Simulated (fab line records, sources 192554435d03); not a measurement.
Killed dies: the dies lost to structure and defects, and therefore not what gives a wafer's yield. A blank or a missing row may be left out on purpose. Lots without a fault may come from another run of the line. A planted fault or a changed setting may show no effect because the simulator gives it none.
Chamber matching    flow n5 finfet    pecvd-03 running N5_BEOL_M9_DEP_56: 3 sister chambers
The step deposits SiCN from 3MS/NH3, target thk 15 nm, time 26.5 s. 3 wafers are shown with their chamber, then 8 later ones without.

## WAFERS, EACH WITH ITS CHAMBER
wafer   chamber  showerhead plenum p Torr (Torr)
L090.5  0        3.688
L090.6  2        3.642
L091.1  1        3.673

## WAFERS WITHOUT THEIR CHAMBER
wafer   showerhead plenum p Torr (Torr)
L091.4  3.686
L091.5  3.640
L092.1  3.681
L092.2  3.677
L092.4  3.684
L094.4  3.675
L094.5  3.673
L094.6  3.644

## WHICH CHAMBER EACH ONE RAN IN
wafer    from the rows above       in truth
L091.4   0                         0
L091.5   2                         2
L092.1   can't be placed: 0 or 1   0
L092.2   1                         1
L092.4   0                         0
L094.4   1                         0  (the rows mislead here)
L094.5   1                         1
L094.6   2                         2
Placed correctly: 6 of 8. Can't be placed from these rows: 1 (the true chamber is among the candidates in 1). Placed wrongly: 1.
How it was worked out, from the rows above alone: a wafer's distance from a chamber is the root of the sum, over the readings, of the square of ((its reading less the chamber's mean) divided by the reading's scatter). The wafer belongs to the nearest chamber; if the next one is less than 2 further off, it can't be placed. A chamber's mean is the mean of its shown wafers. The scatter: root of mean squared gap, hidden wafer to nearest shown wafer, with one shown wafer a chamber.
